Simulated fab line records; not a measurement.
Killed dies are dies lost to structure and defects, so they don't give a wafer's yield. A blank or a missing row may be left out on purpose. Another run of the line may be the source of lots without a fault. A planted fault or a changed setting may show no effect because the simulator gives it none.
Chamber matching | flow nandHarc | NHARC_A_STAIRCASE_TRIM_12 on rieDiel-13 has 4 sister chambers
The step chemistry O2, time 211.2 s. 4 wafers are shown with their chamber, then 7 later ones without.

WAFERS WITH THEIR CHAMBER
wafer  | chamber | showerheadPlenumPTorr (Torr)
L079.4 | 1       | 3.44
L087.4 | 2       | 3.68
L093.3 | 0       | 3.79
L093.5 | 3       | 3.32

WAFERS WITHOUT THEIR CHAMBER
wafer  | showerheadPlenumPTorr (Torr)
L093.6 | 3.79
L094.2 | 3.67
L094.3 | 3.79
L094.4 | 3.32
L095.2 | 3.67
L095.4 | 3.42
L095.5 | 3.32

THE CHAMBER EACH PASSED THROUGH
wafer  | from the rows above | in truth
L093.6 | 0                   | 0
L094.2 | 2                   | 2
L094.3 | 0                   | 0
L094.4 | 3                   | 3
L095.2 | 2                   | 2
L095.4 | 1                   | 1
L095.5 | 3                   | 3
Correctly placed: 7 of 7. Not placeable from these rows: 0. 0 placed wrongly.
How it was worked out, from the rows above alone: a wafer's distance from a chamber is the root of the sum, over the readings, of the square of ((its reading less the chamber's mean) divided by the reading's scatter). If the next closest chamber is less than 2 further off than the closest, the wafer can't be placed; otherwise it belongs to the closest. The mean given for a chamber averages the wafers shown for that chamber. The scatter: with one shown wafer a chamber, the root of the mean of the squares of how far each hidden wafer lies from its nearest shown one.
